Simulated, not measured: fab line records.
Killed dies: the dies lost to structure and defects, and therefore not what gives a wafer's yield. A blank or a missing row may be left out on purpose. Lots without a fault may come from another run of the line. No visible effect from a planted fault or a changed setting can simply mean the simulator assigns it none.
Chamber matching -- flow n5Finfet -- N5_BEOL_M14_DESCUM_15 on rieDiel-03 has 4 sister chambers
The step chemistry O2, time 7.9 s. 4 wafers are shown with their chamber, then 12 later ones without.

== EACH WAFER AND ITS CHAMBER ==
wafer,chamber,drypumpMotorCurrentA (A)
L091.2,3,5.9
L093.1,1,6.3
L093.3,2,5.8
L093.4,0,5.0

== WAFERS WITH NO CHAMBER GIVEN ==
wafer,drypumpMotorCurrentA (A)
L095.1,5.7
L095.4,5.9
L095.6,5.0
L086.3,5.9
L086.4,5.0
L086.5,5.9
L094.1,5.7
L094.4,6.3
L094.6,5.7
L096.3,5.7
L096.4,6.3
L096.5,5.7

== WHICH CHAMBER EACH WENT THROUGH ==
wafer,from the rows above,in truth
L095.1,can't be placed: 2 or 3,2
L095.4,can't be placed: 3 or 2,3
L095.6,0,0
L086.3,can't be placed: 3 or 2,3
L086.4,0,0
L086.5,can't be placed: 3 or 2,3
L094.1,can't be placed: 2 or 3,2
L094.4,1,1
L094.6,can't be placed: 2 or 3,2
L096.3,can't be placed: 2 or 3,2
L096.4,1,1
L096.5,can't be placed: 2 or 3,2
4 of 12 placed correctly. These rows do not allow placing 8 (true chamber among the candidates in 8). Number placed wrongly: 0.
How it was worked out, from the rows above alone: a wafer's distance from a chamber is the root of the sum, over the readings, of the square of ((its reading less the chamber's mean) divided by the reading's scatter). The wafer belongs to the nearest chamber; if the next one is less than 2 further off, it can't be placed. The mean given for a chamber averages the wafers shown for that chamber. The scatter (one wafer shown for each chamber): square how far every hidden wafer sits from the nearest shown wafer, average those squares and take the square root.
